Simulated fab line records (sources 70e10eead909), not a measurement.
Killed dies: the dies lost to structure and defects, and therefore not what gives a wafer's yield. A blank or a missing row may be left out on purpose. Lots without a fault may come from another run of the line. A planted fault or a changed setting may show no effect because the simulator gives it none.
Chamber matching / flow nand_harc / NHARC_A_CHANNEL_HOLE_D1_DEP_01 on pecvd-04: 3 sister chambers
The step deposits SiON, target thk 140 nm. 6 wafers are shown with their chamber, then 8 later ones without.

## WAFERS, EACH WITH ITS CHAMBER
wafer=L090.2; chamber=1; heater_power_w (W)=785
wafer=L090.6; chamber=0; heater_power_w (W)=766
wafer=L094.1; chamber=0; heater_power_w (W)=818
wafer=L094.3; chamber=2; heater_power_w (W)=776
wafer=L094.6; chamber=2; heater_power_w (W)=783
wafer=L094.2; chamber=1; heater_power_w (W)=916

## WAFERS WITHOUT THEIR CHAMBER
wafer=L094.4; heater_power_w (W)=663
wafer=L094.5; heater_power_w (W)=929
wafer=L096.2; heater_power_w (W)=938
wafer=L096.3; heater_power_w (W)=759
wafer=L096.5; heater_power_w (W)=932
wafer=L097.3; heater_power_w (W)=720
wafer=L097.5; heater_power_w (W)=792
wafer=L097.6; heater_power_w (W)=738

## WHICH CHAMBER EACH WENT THROUGH
wafer=L094.4; from the rows above=can't be placed: 2 or 0 or 1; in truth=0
wafer=L094.5; from the rows above=can't be placed: 1 or 0 or 2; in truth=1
wafer=L096.2; from the rows above=can't be placed: 1 or 0 or 2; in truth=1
wafer=L096.3; from the rows above=can't be placed: 2 or 0 or 1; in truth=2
wafer=L096.5; from the rows above=can't be placed: 1 or 0 or 2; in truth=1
wafer=L097.3; from the rows above=can't be placed: 2 or 0 or 1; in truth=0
wafer=L097.5; from the rows above=can't be placed: 0 or 2 or 1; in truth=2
wafer=L097.6; from the rows above=can't be placed: 2 or 0 or 1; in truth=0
Correctly placed: 0 of 8. Can't be placed from these rows: 8 (the true chamber is among the candidates in 8). Number placed wrongly: 0.
How it was worked out, from the rows above alone: a wafer's distance from a chamber is the root of the sum, over the readings, of the square of ((its reading less the chamber's mean) divided by the reading's scatter). The wafer belongs to the nearest chamber; if the next one is less than 2 further off, it can't be placed. Each chamber's mean is taken over the wafers shown for it. The scatter: the root of (the sum of the squares of (reading less its chamber's mean) over the shown wafers, divided by (wafers less chambers)).
